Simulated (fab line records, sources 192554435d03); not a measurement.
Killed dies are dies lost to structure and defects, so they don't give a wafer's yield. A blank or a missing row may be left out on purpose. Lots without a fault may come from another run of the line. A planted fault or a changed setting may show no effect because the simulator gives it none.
Chamber matching | flow n5_finfet | N5_BEOL_M7_CURE_74 on uv_cure-03: 3 sister chambers
The step cures SiCOH lowk, time 240 s. 18 wafers are shown with their chamber, then 9 later ones without.

WAFERS WITH THEIR CHAMBER
wafer  | chamber | wafer_temp_C_max | lamp_power_pct (%)
L075.2 | 1       | 385.9            | 52.32
L075.3 | 1       | 386.1            | 52.38
L075.5 | 1       | 385.7            | 52.27
L077.1 | 0       | 386.5            | 52.37
L077.2 | 0       | 387.2            | 52.29
L077.5 | 0       | 387.1            | 52.38
L077.3 | 0       | 387.7            | 52.34
L077.4 | 0       | 386.8            | 52.36
L077.6 | 0       | 387.2            | 52.38
L084.1 | 0       | 387.7            | 52.24
L084.3 | 0       | 386.8            | 52.28
L084.6 | 0       | 387.2            | 52.32
L083.1 | 2       | 386.0            | 52.34
L083.3 | 2       | 386.0            | 52.43
L083.4 | 2       | 386.0            | 52.44
L085.1 | 2       | 385.7            | 52.28
L085.3 | 2       | 386.2            | 52.35
L085.6 | 2       | 385.9            | 52.23

SIGNATURES (means of the wafers above)
reading          | chamber 0 | chamber 1 | chamber 2 | scatter within a chamber
wafer_temp_C_max | 387.133   | 385.900   | 385.967   | 0.316
lamp_power_pct   | 52.3289   | 52.3233   | 52.3450   | 0.0631
Rule: a wafer's distance from a chamber is the root of the sum, over the readings, of the square of ((its reading less the chamber's mean) divided by the reading's scatter). The wafer belongs to the nearest chamber; if the next one is less than 2 further off, it can't be placed. The scatter: the root of (the sum of the squares of (reading less its chamber's mean) over the shown wafers, divided by (wafers less chambers)).

WAFERS WITHOUT THEIR CHAMBER
wafer  | wafer_temp_C_max | lamp_power_pct (%)
L085.2 | 386.0            | 52.34
L085.4 | 386.1            | 52.27
L085.5 | 385.8            | 52.37
L090.2 | 385.9            | 52.33
L090.4 | 386.0            | 52.36
L090.6 | 386.0            | 52.34
L094.2 | 386.3            | 52.38
L094.4 | 386.5            | 52.25
L094.6 | 386.2            | 52.29

WHICH CHAMBER EACH WENT THROUGH
wafer  | from the rows above          | in truth
L085.2 | can't be placed: 2 or 1      | 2
L085.4 | can't be placed: 1 or 2      | 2
L085.5 | can't be placed: 2 or 1      | 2
L090.2 | can't be placed: 1 or 2      | 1
L090.4 | can't be placed: 2 or 1      | 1
L090.6 | can't be placed: 2 or 1      | 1
L094.2 | can't be placed: 2 or 1 or 0 | 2
L094.4 | can't be placed: 1 or 2 or 0 | 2
L094.6 | can't be placed: 1 or 2 or 0 | 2
Placed correctly: 0 of 9. Can't be placed from these rows: 9 (the true chamber is among the candidates in 9). Placed wrongly: 0.
